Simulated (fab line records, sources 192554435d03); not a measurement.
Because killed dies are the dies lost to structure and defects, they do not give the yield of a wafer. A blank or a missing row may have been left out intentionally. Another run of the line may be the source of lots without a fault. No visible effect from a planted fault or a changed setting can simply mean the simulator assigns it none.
Split-lot experiment ; flow n5_finfet ; route with 1938 steps; 7 lots, 21 wafers read

## ON THE SPLIT
At N5_BEOL_M1_VIA_ETCH_34 (etches the open film in C4F6/O2, target depth 67.8 nm, time 64.4 s), the setting bias_w was moved away from the recipe's 170 W on 4 of the 21 wafers read, by -11.4% to +15.5%. The other wafers ran this setting at the recipe's value.

The reading comes from the split's own step.

## THE READING
rf_vpp_V, in V, at N5_BEOL_M1_VIA_ETCH_34 (etches the open film in C4F6/O2, target depth 67.8 nm, time 64.4 s). A value of 666 V with a standard deviation of 13 V is what fault-free wafers of this fab line usually give.

wafer;tool, chamber at the split;bias_w as run, W;against the recipe;rf_vpp_V, V;against lot-mates on the recipe
L076.1;rie_diel-02, 3;170;recipe;673;-
L076.3;rie_diel-02, 0;170;recipe;644;-
L076.5;rie_diel-02, 0;170;recipe;644;-
L078.4;rie_diel-04, 2;170;recipe;670;-
L078.5;rie_diel-04, 1;170;recipe;681;-
L078.6;rie_diel-04, 0;170;recipe;642;-
L080.2;rie_diel-03, 0;170;recipe;667;-
L080.4;rie_diel-03, 1;179.3;+5.5%;707;+37
L080.6;rie_diel-03, 2;170;recipe;673;-
L081.4;rie_diel-02, 1;196.4;+15.5%;757;+86
L081.5;rie_diel-02, 3;170;recipe;671;-
L081.6;rie_diel-02, 2;196.4;+15.5%;746;+75
L084.1;rie_diel-04, 3;170;recipe;666;-
L084.4;rie_diel-04, 2;170;recipe;667;-
L084.6;rie_diel-04, 2;170;recipe;669;-
L086.2;rie_diel-03, 2;170;recipe;674;-
L086.5;rie_diel-03, 3;170;recipe;666;-
L086.6;rie_diel-03, 2;170;recipe;673;-
L092.2;rie_diel-02, 2;170;recipe;665;-
L092.3;rie_diel-02, 3;150.6;-11.4%;611;-59
L092.4;rie_diel-02, 1;170;recipe;675;-

THE FIT
A straight line over all 21 wafers: rf_vpp_V changes by +5.42 V for each +1% of bias_w; r = +0.94; the points scatter about the line by 11 V.
The same after taking each lot's own level away (the mean of its wafers on the recipe; 21 wafers): +5.24 V for each +1%; r = +0.96; scatter 9.2 V.
According to that fit, moving bias_w by its largest amount changes the reading by 81 V.
Measured against the standard deviation above, the lots' own levels, which go from 653.7 to 671.0 V, span 1.3 times it.
Hence the lot-to-lot level has little effect on the slope; both slopes agree.
Check: with one of the wafers moved furthest among these (+15.5%) left out of the fit, the line predicts +79.1 V for it against its lot-mates. Against them it came out at +86 V.
Tool readings at the split's step, against how far the setting was moved: rf_vpp_V r = +0.94.

## FURTHER SPLITS ON THESE WAFERS
These wafers also went through other splits before the reading. Each is held against what the fit with the lots' levels taken away leaves over:
other split on the same wafers;wafers away from the commonest value;r with rf_vpp_V (lot level and that fit taken away)
N5_MOL_CONTACT_COAG_EXPOSE_05 dose_mj;5;-0.01
N5_BEOL_M0_SAQP_COAT_82 spin_rpm;9;+0.04
N5_BEOL_M0_SAQP_DEVELOP_13 develop_time_s;8;+0.16
N5_BEOL_M0_CUTY_EXPOSE_54 dose_mj;10;+0.10
N5_BEOL_M0_ETCH_138 source_w;4;-0.44

## FILE'S OWN FIT
rf_vpp_V changes by +5.3 V for each +1% of bias_w, r = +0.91.
